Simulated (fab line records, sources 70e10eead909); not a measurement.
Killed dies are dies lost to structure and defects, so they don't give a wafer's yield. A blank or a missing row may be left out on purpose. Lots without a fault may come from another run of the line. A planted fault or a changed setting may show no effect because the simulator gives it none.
A struck lot beside a sound one | flow nand_harc | 14 steps out of a route of 1302
Sound: wafers L414.1, L414.4, L414.6. Struck: wafer L415.5. (L415.1, L415.6 of the same lot were not struck and are left out.) The cause comes at the end.
At each step with rows: each side's tool, then ch and its chambers, then its first start. Under that, the readings that differ: sound wafers | struck wafers | difference of the means | sigmas: that difference in standard deviations of wafers without a fault.
alike: readings whose means differ by less than 2 such deviations, and words and numbers that are the same on both sides. not compared: withheld readings, readings that some wafer has no value for, bounds like >300 that may hide the same value, and numbers for which the record gives no deviation and whose values overlap.
The two part at a step that has a row with sigmas, a row that says differs or no value, or rows on one side only. Numbers that don't overlap but have no deviation are shown without sigmas and don't part them. A reading that every wafer of one side lacks parts them only if that side has two wafers or more.

NHARC_A_SLIT_ETCH_26: etches the open film in C4F8/O2/Ar, time 90 s, target depth 400 nm.
  sound on har_etch-01 ch 0,1, day 22 10:08; struck on har_etch-01 ch 0, day 22 13:56
  alike: drypump_motor_current_A, showerhead_plenum_p_Torr, throttle_valve_pct
  not compared: rf_hours_counter_h
then, 1 step without rows for these wafers: NHARC_A_SLIT_STRIP_28 (strips in O2/COS).
NHARC_A_SLIT_ETCH_29: etches the open film in CF4/O2, target depth 100 nm, overetch 10 nm, time 55 s.
  sound on rie_diel-02 ch 1,2,3, day 22 11:00; struck on rie_diel-02 ch 3, day 22 14:48
  alike: drypump_motor_current_A, oes_product_au, rf_vpp_V, showerhead_plenum_p_Torr, throttle_valve_pct
  not compared: rf_hours_counter_h
NHARC_A_SLIT_STRIP_18: strips in O2.
  sound on rie_diel-02 ch 1,2,3; struck on rie_diel-02 ch 0
  reading                         | sound             | struck | difference | sigmas
  oes_product_au (a.u.)           | 0.990 0.994 0.995 | 1.019  | +0.026     | +3
  showerhead_plenum_p_Torr (Torr) | 3.28 3.47 3.34    | 3.67   | +0.31      | +2
  alike: drypump_motor_current_A, rf_vpp_V, throttle_valve_pct
  not compared: rf_hours_counter_h
then, 2 steps without rows for these wafers: NHARC_A_SLIT_PRECLEAN_19 (cleans in SC1); NHARC_A_SLIT_SRD_20.
NHARC_A_SLIT_CD_MEAS_21:
  sound on cd_sem-01, day 22 11:32; struck on cd_sem-03, day 22 15:20
  reading    | sound             | struck | difference | sigmas
  cd_nm (nm) | 289.1 289.1 288.5 | 291.0  | +2.1       | +2
then, 3 steps without rows for these wafers: NHARC_A_SIN_REMOVE_WET_00 (chemistry H3PO4, time 15300 s); NHARC_A_SIN_REMOVE_PRECLEAN_01 (cleans in SC1); NHARC_A_SIN_REMOVE_SRD_02.
NHARC_A_SIN_REMOVE_INSPECT_04:
  sound on defect_inspect-02, day 23 01:30; struck on defect_inspect-01, day 23 01:30
  alike: raw_defect_count
NHARC_A_WL_FILL_ALD_00: deposits Al2O3, target thk 3 nm, pulse time 3 s, ald cycles 30.
  sound on ald_hk-01 ch 1,2,3, day 23 01:34; struck on ald_hk-01 ch 0, day 23 01:44
  reading    | sound    | struck | difference | sigmas
  ald_cycles | 30 30 30 | 43     | +13        |
  alike: heater_power_w, precursor_pulse_height_rel
NHARC_A_WL_FILL_RTA_01: time 5 s.
  sound on rtp_anneal-02 ch 0, day 23 01:50; struck on rtp_anneal-01 ch 0, day 23 02:00
  reading             | sound          | struck | difference | sigmas
  lamp_power_pct (%)  | 29.8 29.7 29.8 | 31.7   | +1.9       | +2
  lamp_zone_3_pct (%) | 29.7 29.8 29.7 | 31.7   | +2.0       | +2
  alike: wafer_temp_C_max
-- the record jumps here: 4 days lie between the struck wafers' starts before and after (it left off in module A_WL_FILL and takes up again in module END, whose first step shown is number 1302 of the route) --
NHARC_END_SORT_01:
  sound on prober-01 ch 0, day 27 00:26; struck on prober-01 ch 0, day 27 11:21
  reading         | sound       | struck | difference | sigmas
  killed_at_array | 104 98 100  | 46     | -55        | -2
  killed_dies     | 108 103 104 | 47     | -58        | -2
  alike: killed_at_other, killed_at_periphery, killed_open, killed_short

WHERE THEY PART
First at NHARC_A_SLIT_STRIP_18; last, within this record, at NHARC_END_SORT_01.

WHY: what the simulator had put in
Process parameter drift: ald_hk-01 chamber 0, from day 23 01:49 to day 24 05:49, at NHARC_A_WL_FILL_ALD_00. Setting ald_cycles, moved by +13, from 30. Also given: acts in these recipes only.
